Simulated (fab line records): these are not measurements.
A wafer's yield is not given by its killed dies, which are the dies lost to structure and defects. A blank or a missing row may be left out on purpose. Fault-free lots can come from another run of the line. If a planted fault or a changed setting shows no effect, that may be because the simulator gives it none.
Chamber matching | flow n5 finfet | N5_HKMG_FIN_ETCH_67 on rie diel-05 has 4 sister chambers
The step etches SOC in N2/H2, stops on TiN, target depth 388.9 nm. 7 wafers are shown with their chamber, then 9 later ones without.

## WAFERS WITH THEIR CHAMBER
wafer  | chamber | drypump motor current A (A) | throttle valve pct (%)
L083.5 | 1       | 6.0                         | 17.79
L089.2 | 3       | 5.8                         | 18.18
L089.3 | 0       | 5.1                         | 17.82
L089.6 | 2       | 5.2                         | 17.95
L092.3 | 2       | 5.2                         | 17.95
L092.4 | 3       | 5.7                         | 18.17
L092.6 | 0       | 5.1                         | 17.82

## WAFERS WITH NO CHAMBER GIVEN
wafer  | drypump motor current A (A) | throttle valve pct (%)
L093.1 | 5.1                         | 17.84
L093.3 | 5.7                         | 18.20
L093.4 | 5.7                         | 18.19
L094.1 | 5.8                         | 18.19
L094.5 | 5.8                         | 18.21
L094.6 | 5.2                         | 17.95
L097.1 | 5.1                         | 17.95
L097.2 | 5.7                         | 18.22
L097.4 | 5.1                         | 17.84

## WHICH CHAMBER EACH ONE RAN IN
wafer  | from the rows above | in truth
L093.1 | 0                   | 0
L093.3 | 3                   | 3
L093.4 | 3                   | 3
L094.1 | 3                   | 3
L094.5 | 3                   | 3
L094.6 | 2                   | 2
L097.1 | 2                   | 2
L097.2 | 3                   | 3
L097.4 | 0                   | 0
9 of 9 placed correctly. Can't be placed from these rows: 0. Number placed wrongly: 0.
How it was worked out, from the rows above alone: a wafer's distance from a chamber is the root of the sum, over the readings, of the square of ((its reading less the chamber's mean) divided by the reading's scatter). The wafer belongs to the nearest chamber; if the next one is less than 2 further off, it can't be placed. Each chamber's mean is taken over the wafers shown for it. The scatter is the square root of a quotient: the sum, over the shown wafers, of each reading's squared deviation from its chamber's mean, divided by wafers minus chambers.
